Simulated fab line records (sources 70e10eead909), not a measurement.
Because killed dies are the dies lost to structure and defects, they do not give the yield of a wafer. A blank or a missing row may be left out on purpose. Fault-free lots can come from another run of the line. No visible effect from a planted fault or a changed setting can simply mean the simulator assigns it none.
Matching of chambers || flow nand harc || NHARC_A_CONTACT_ETCH_90 on rie diel-12: 4 sister chambers
The step etches the open film in CH3F/O2, target depth 40 nm, time 85.7 s. 4 wafers are shown with their chamber, then 8 later ones without.

## WAFERS, EACH WITH ITS CHAMBER
{"wafer": "L473.6", "chamber": 0, "showerhead plenum p Torr (Torr)": 2.49}
{"wafer": "L476.5", "chamber": 1, "showerhead plenum p Torr (Torr)": 2.47}
{"wafer": "L478.4", "chamber": 2, "showerhead plenum p Torr (Torr)": 2.43}
{"wafer": "L478.5", "chamber": 3, "showerhead plenum p Torr (Torr)": 2.29}

## WAFERS MISSING THEIR CHAMBER
{"wafer": "L477.1", "showerhead plenum p Torr (Torr)": 2.43}
{"wafer": "L477.4", "showerhead plenum p Torr (Torr)": 2.29}
{"wafer": "L477.5", "showerhead plenum p Torr (Torr)": 2.49}
{"wafer": "L480.2", "showerhead plenum p Torr (Torr)": 2.29}
{"wafer": "L480.3", "showerhead plenum p Torr (Torr)": 2.49}
{"wafer": "L480.4", "showerhead plenum p Torr (Torr)": 2.43}
{"wafer": "L489.1", "showerhead plenum p Torr (Torr)": 2.46}
{"wafer": "L489.2", "showerhead plenum p Torr (Torr)": 2.48}

## THE CHAMBER EACH PASSED THROUGH
{"wafer": "L477.1", "from the rows above": 2, "in truth": 2}
{"wafer": "L477.4", "from the rows above": 3, "in truth": 3}
{"wafer": "L477.5", "from the rows above": 0, "in truth": 0}
{"wafer": "L480.2", "from the rows above": 3, "in truth": 3}
{"wafer": "L480.3", "from the rows above": 0, "in truth": 0}
{"wafer": "L480.4", "from the rows above": 2, "in truth": 2}
{"wafer": "L489.1", "from the rows above": 1, "in truth": 1}
{"wafer": "L489.2", "from the rows above": "can't be placed: 1 or 0", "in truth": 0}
Correct placement for 7 of the 8. Not placeable from these rows: 1 (in 1, the candidates include the true chamber). Placed wrongly: 0.
How it was worked out, from the rows above alone: a wafer's distance from a chamber is the root of the sum, over the readings, of the square of ((its reading less the chamber's mean) divided by the reading's scatter). The wafer belongs to the nearest chamber; if the next one is less than 2 further off, it can't be placed. The mean given for a chamber averages the wafers shown for that chamber. The scatter: root of mean squared gap, hidden wafer to nearest shown wafer, with one shown wafer a chamber.
